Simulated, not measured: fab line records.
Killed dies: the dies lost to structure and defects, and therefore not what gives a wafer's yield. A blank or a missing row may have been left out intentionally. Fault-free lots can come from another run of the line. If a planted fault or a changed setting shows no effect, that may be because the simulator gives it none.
Matching of chambers -- flow nand_harc -- NHARC_A_STAIRCASE_TRIM_196 on rie_diel-13 has 4 sister chambers
The step chemistry O2, time 211.2 s. 4 wafers are shown with their chamber, then 8 later ones without.

## WAFERS WITH THEIR CHAMBER
wafer,chamber,showerhead_plenum_p_Torr (Torr)
L086.1,0,3.34
L086.3,3,3.80
L086.6,1,3.64
L088.1,2,3.61

## WAFERS MISSING THEIR CHAMBER
wafer,showerhead_plenum_p_Torr (Torr)
L088.2,3.63
L088.5,3.80
L092.4,3.61
L092.5,3.34
L092.6,3.63
L095.1,3.63
L095.4,3.79
L095.6,3.61

## CHAMBER TAKEN BY EACH
wafer,from the rows above,in truth
L088.2,can't be placed: 1 or 2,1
L088.5,3,3
L092.4,2,2
L092.5,0,0
L092.6,can't be placed: 1 or 2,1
L095.1,can't be placed: 1 or 2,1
L095.4,3,3
L095.6,2,2
5 of 8 placed correctly. Unplaceable from these rows: 3, with the true chamber sitting among the candidates in 3. Number placed wrongly: 0.
How it was worked out, from the rows above alone: a wafer's distance from a chamber is the root of the sum, over the readings, of the square of ((its reading less the chamber's mean) divided by the reading's scatter). If the next closest chamber is less than 2 further off than the closest, the wafer can't be placed; otherwise it belongs to the closest. For every chamber, the mean is computed from those of its wafers that are shown. The scatter (one wafer shown for each chamber): square how far every hidden wafer sits from the nearest shown wafer, average those squares and take the square root.
